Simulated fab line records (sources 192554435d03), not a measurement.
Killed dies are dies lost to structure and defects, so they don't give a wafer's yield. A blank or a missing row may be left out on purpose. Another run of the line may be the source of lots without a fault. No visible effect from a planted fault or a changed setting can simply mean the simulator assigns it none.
Split-lot study + flow n5-finfet + on a route of 1938 steps: 7 lots, 39 wafers read

ABOUT THE SPLIT
At N5_MOL_CONTACT_COAG_ETCH_91 (etches SOC in N2/H2, target depth 60 nm, overetch 21 nm, time 101.2 s), the setting source-w was moved away from the recipe's 840 W on 12 of the 39 wafers read, by -12.1% to +9.4%. For the rest of the wafers, this setting stayed at what the recipe calls for.

The reading comes from the split's own step.

THE READING
rf-vpp-V, in V, at N5_MOL_CONTACT_COAG_ETCH_91 (etches SOC in N2/H2, target depth 60 nm, overetch 21 nm, time 101.2 s). A value of 524.8 V with a standard deviation of 2.6 V is what fault-free wafers of this fab line usually give.

| wafer  | tool, chamber at the split | source-w as run, W | against the recipe | rf-vpp-V, V | against lot-mates on the recipe |
|--------|----------------------------|--------------------|--------------------|-------------|---------------------------------|
| L075.1 | rie-diel-05, 3             | 840                | recipe             | 527.7       | -                               |
| L075.2 | rie-diel-05, 2             | 840                | recipe             | 528.2       | -                               |
| L075.3 | rie-diel-05, 0             | 840                | recipe             | 521.4       | -                               |
| L075.4 | rie-diel-05, 1             | 840                | recipe             | 521.2       | -                               |
| L075.5 | rie-diel-05, 3             | 840                | recipe             | 528.8       | -                               |
| L075.6 | rie-diel-05, 0             | 840                | recipe             | 521.1       | -                               |
| L074.1 | rie-diel-01, 0             | 918.9              | +9.4%              | 508.9       | -16.9                           |
| L074.2 | rie-diel-01, 3             | 840                | recipe             | 526.0       | -                               |
| L074.3 | rie-diel-01, 2             | 918.9              | +9.4%              | 511.1       | -14.7                           |
| L074.4 | rie-diel-01, 1             | 840                | recipe             | 525.2       | -                               |
| L074.5 | rie-diel-01, 3             | 918.9              | +9.4%              | 508.8       | -17.0                           |
| L074.6 | rie-diel-01, 2             | 840                | recipe             | 526.1       | -                               |
| L081.3 | rie-diel-01, 1             | 840                | recipe             | 524.6       | -                               |
| L081.5 | rie-diel-01, 1             | 840                | recipe             | 525.5       | -                               |
| L081.6 | rie-diel-01, 0             | 840                | recipe             | 524.0       | -                               |
| L085.1 | rie-diel-01, 3             | 840                | recipe             | 526.3       | -                               |
| L085.2 | rie-diel-01, 1             | 840                | recipe             | 526.3       | -                               |
| L085.3 | rie-diel-01, 0             | 840                | recipe             | 525.6       | -                               |
| L085.4 | rie-diel-01, 2             | 840                | recipe             | 525.6       | -                               |
| L085.5 | rie-diel-01, 3             | 840                | recipe             | 526.3       | -                               |
| L085.6 | rie-diel-01, 2             | 840                | recipe             | 527.0       | -                               |
| L086.1 | rie-diel-03, 0             | 738.5              | -12.1%             | 550.9       | +29.2                           |
| L086.2 | rie-diel-03, 3             | 840                | recipe             | 521.4       | -                               |
| L086.3 | rie-diel-03, 1             | 738.5              | -12.1%             | 547.8       | +26.1                           |
| L086.4 | rie-diel-03, 2             | 840                | recipe             | 524.1       | -                               |
| L086.5 | rie-diel-03, 3             | 840                | recipe             | 519.6       | -                               |
| L086.6 | rie-diel-03, 0             | 738.5              | -12.1%             | 549.1       | +27.4                           |
| L087.1 | rie-diel-05, 0             | 840                | recipe             | 521.7       | -                               |
| L087.2 | rie-diel-05, 1             | 759.5              | -9.6%              | 539.7       | +13.9                           |
| L087.3 | rie-diel-05, 2             | 840                | recipe             | 527.0       | -                               |
| L087.4 | rie-diel-05, 3             | 840                | recipe             | 528.7       | -                               |
| L087.5 | rie-diel-05, 3             | 759.5              | -9.6%              | 544.9       | +19.1                           |
| L087.6 | rie-diel-05, 0             | 759.5              | -9.6%              | 539.3       | +13.5                           |
| L092.1 | rie-diel-03, 3             | 840                | recipe             | 517.4       | -                               |
| L092.2 | rie-diel-03, 2             | 791.5              | -5.8%              | 534.8       | +13.3                           |
| L092.3 | rie-diel-03, 1             | 791.5              | -5.8%              | 533.6       | +12.1                           |
| L092.4 | rie-diel-03, 0             | 840                | recipe             | 526.6       | -                               |
| L092.5 | rie-diel-03, 0             | 791.5              | -5.8%              | 537.5       | +16.0                           |
| L092.6 | rie-diel-03, 3             | 840                | recipe             | 520.5       | -                               |

THE FIT
A straight line over all 39 wafers: rf-vpp-V changes by -1.82 V for each +1% of source-w; r = -0.96; the points scatter about the line by 2.9 V.
The same after taking each lot's own level away (the mean of its wafers on the recipe; 39 wafers): -1.96 V for each +1%; r = -0.96; scatter 2.8 V.
On that fit, the largest move of source-w shifts the reading by 24 V.
From 521.50 to 526.18 V: that is the span of the lots' own levels, equal to 1.8 times the standard deviation above.
So the lot-to-lot level changes the slope little: the two slopes agree.
Check: with one of the wafers moved furthest among these (-12.1%) left out of the fit, the line predicts +23.3 V for it against its lot-mates. It came out at +29.2 V against them.
Tool readings at the split's step, against how far the setting was moved: rf-vpp-V r = -0.96.

OTHER SPLITS APPLIED TO THESE WAFERS
Before the reading, these wafers also passed through other splits. Each is held against what the fit with the lots' levels taken away leaves over:
| other split on the same wafers | wafers away from the commonest value | r with rf-vpp-V (lot level and that fit taken away) |
|--------------------------------|--------------------------------------|-----------------------------------------------------|
| N5_WELL_APT_EXPOSE_05 dose-mj  | 15                                   | +0.20                                               |
| N5_FIN_SAQP_ALD_61 temp-c      | 12                                   | +0.14                                               |
| N5_SD_EPI_P_ETCH_37 source-w   | 15                                   | -0.12                                               |
| N5_HKMG_FIN_ETCH_35 bias-w     | 12                                   | +0.32                                               |

FILE'S OWN FIT
rf-vpp-V changes by -1.98 V for each +1% of source-w, r = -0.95.
